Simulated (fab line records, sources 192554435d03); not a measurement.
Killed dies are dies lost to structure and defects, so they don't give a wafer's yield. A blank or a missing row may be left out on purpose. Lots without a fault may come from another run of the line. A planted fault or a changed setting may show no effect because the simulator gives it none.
Split-lot experiment | flow n5_finfet | 7 lots, 39 wafers read, on a route of 1938 steps

THE SPLIT
At N5_BEOL_M6_VIA_ETCH_34 (etches SiCOH lowk in C4F6/O2, target depth 126.3 nm, time 50.9 s), the setting target_depth_a was moved away from the recipe's 1263 angstrom on 18 of the 39 wafers read, by -42.5% to +46.2%. The other wafers ran this setting at the recipe's value.

The reading is taken at the split's own step.

THE READING
SOC_of_BEOL_M6_COAT_63.thk_nm (the simulator's own value, which no gauge read), in nm, at N5_BEOL_M6_VIA_ETCH_34 (etches SiCOH lowk in C4F6/O2, target depth 126.3 nm, time 50.9 s). The file gives no usual value for it. The 21 wafers here that ran the recipe average 54.1 nm, standard deviation 0.26 nm.

wafer  | tool, chamber at the split | target_depth_a as run, angstrom | against the recipe | SOC_of_BEOL_M6_COAT_63.thk_nm, nm | against lot-mates on the recipe
L078.1 | rie_diel-03, 3             | 834.6                           | -33.9%             | 56                                | +1.9
L078.2 | rie_diel-03, 2             | 1263                            | recipe             | 54                                | -
L078.3 | rie_diel-03, 0             | 834.6                           | -33.9%             | 56                                | +1.9
L078.4 | rie_diel-03, 1             | 1263                            | recipe             | 53.8                              | -
L078.5 | rie_diel-03, 3             | 1263                            | recipe             | 54.4                              | -
L078.6 | rie_diel-03, 0             | 834.6                           | -33.9%             | 55.8                              | +1.7
L082.1 | rie_diel-03, 1             | 1846                            | +46.2%             | 51.2                              | -2.8
L082.2 | rie_diel-03, 3             | 1846                            | +46.2%             | 51.8                              | -2.2
L082.3 | rie_diel-03, 0             | 1846                            | +46.2%             | 51                                | -3.0
L082.4 | rie_diel-03, 2             | 1263                            | recipe             | 54.2                              | -
L082.5 | rie_diel-03, 0             | 1263                            | recipe             | 53.6                              | -
L082.6 | rie_diel-03, 3             | 1263                            | recipe             | 54.2                              | -
L084.1 | rie_diel-01, 0             | 725.6                           | -42.5%             | 56.8                              | +2.5
L084.2 | rie_diel-01, 1             | 725.6                           | -42.5%             | 56.8                              | +2.5
L084.3 | rie_diel-01, 3             | 1263                            | recipe             | 54.2                              | -
L084.4 | rie_diel-01, 2             | 1263                            | recipe             | 54.4                              | -
L084.5 | rie_diel-01, 2             | 1263                            | recipe             | 54.4                              | -
L084.6 | rie_diel-01, 3             | 725.6                           | -42.5%             | 56.8                              | +2.5
L083.1 | rie_diel-01, 0             | 1618                            | +28.1%             | 52.2                              | -1.7
L083.2 | rie_diel-01, 3             | 1618                            | +28.1%             | 52.4                              | -1.5
L083.3 | rie_diel-01, 2             | 1263                            | recipe             | 54                                | -
L083.4 | rie_diel-01, 1             | 1263                            | recipe             | 53.8                              | -
L083.5 | rie_diel-01, 0             | 1263                            | recipe             | 54                                | -
L083.6 | rie_diel-01, 3             | 1618                            | +28.1%             | 52                                | -1.9
L087.1 | rie_diel-01, 0             | 866.7                           | -31.4%             | 56                                | +1.9
L087.2 | rie_diel-01, 3             | 866.7                           | -31.4%             | 56                                | +1.9
L087.3 | rie_diel-01, 1             | 1263                            | recipe             | 54.2                              | -
L087.4 | rie_diel-01, 2             | 1263                            | recipe             | 54.2                              | -
L087.5 | rie_diel-01, 1             | 1263                            | recipe             | 54                                | -
L087.6 | rie_diel-01, 0             | 866.7                           | -31.4%             | 56                                | +1.9
L094.1 | rie_diel-03, 3             | 1263                            | recipe             | 54.6                              | -
L094.2 | rie_diel-03, 1             | 1263                            | recipe             | 54.2                              | -
L094.3 | rie_diel-03, 2             | 1263                            | recipe             | 54.2                              | -
L097.1 | rie_diel-03, 3             | 984.2                           | -22.1%             | 55.6                              | +1.8
L097.2 | rie_diel-03, 0             | 1263                            | recipe             | 53.6                              | -
L097.3 | rie_diel-03, 1             | 1263                            | recipe             | 54                                | -
L097.4 | rie_diel-03, 2             | 1263                            | recipe             | 53.8                              | -
L097.5 | rie_diel-03, 3             | 984.2                           | -22.1%             | 55.4                              | +1.6
L097.6 | rie_diel-03, 0             | 984.2                           | -22.1%             | 55.2                              | +1.4

THE FIT
A straight line over all 39 wafers: SOC_of_BEOL_M6_COAT_63.thk_nm changes by -0.061 nm for each +1% of target_depth_a; r = -0.99; the points scatter about the line by 0.24 nm.
The same after taking each lot's own level away (the mean of its wafers on the recipe; 39 wafers): -0.0589 nm for each +1%; r = -0.99; scatter 0.21 nm.
On that fit, the largest move of target_depth_a shifts the reading by 2.7 nm.
The lots' own levels span 53.80 to 54.33 nm, that is 2.1 times the standard deviation above.
So the lot-to-lot level changes the slope little: the two slopes agree.
Check: with one of the wafers moved furthest among these (+46.2%) left out of the fit, the line predicts -2.7 nm for it against its lot-mates. It came out at -2.8 nm against them.

OTHER SPLITS ON THESE WAFERS
These wafers also went through other splits before the reading. Each is held against what the fit with the lots' levels taken away leaves over:
other split on the same wafers         | wafers away from the commonest value | r with SOC_of_BEOL_M6_COAT_63.thk_nm (lot level and that fit taken away)
N5_FIN_SAQP_HM_DEP_72 time_s           | 12                                   | -0.09
N5_SD_EPI_P_ETCHBACK_46 target_depth_a | 15                                   | +0.11
N5_BEOL_M0_SAQP_ILD_DEP_01 time_s      | 9                                    | +0.21

THE WHOLE CHAIN: every reading that the file lists as answering this split, in the file's order
step                   | what it does                                                     | reading                                                                        | change (the file's fit)               | r (the file's)
N5_BEOL_M6_VIA_ETCH_34 | etches SiCOH lowk in C4F6/O2, target depth 126.3 nm, time 50.9 s | etch.depth_nm (the simulator's own value, which no gauge read)                 | +1.23 nm for each +1% of the setting  | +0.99
N5_BEOL_M6_VIA_ETCH_34 | etches SiCOH lowk in C4F6/O2, target depth 126.3 nm, time 50.9 s | SOC_of_BEOL_M6_COAT_63.thk_nm (the simulator's own value, which no gauge read) | -0.059 nm for each +1% of the setting | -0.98

THE FILE'S OWN FIT
SOC_of_BEOL_M6_COAT_63.thk_nm changes by -0.059 nm for each +1% of target_depth_a, r = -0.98.
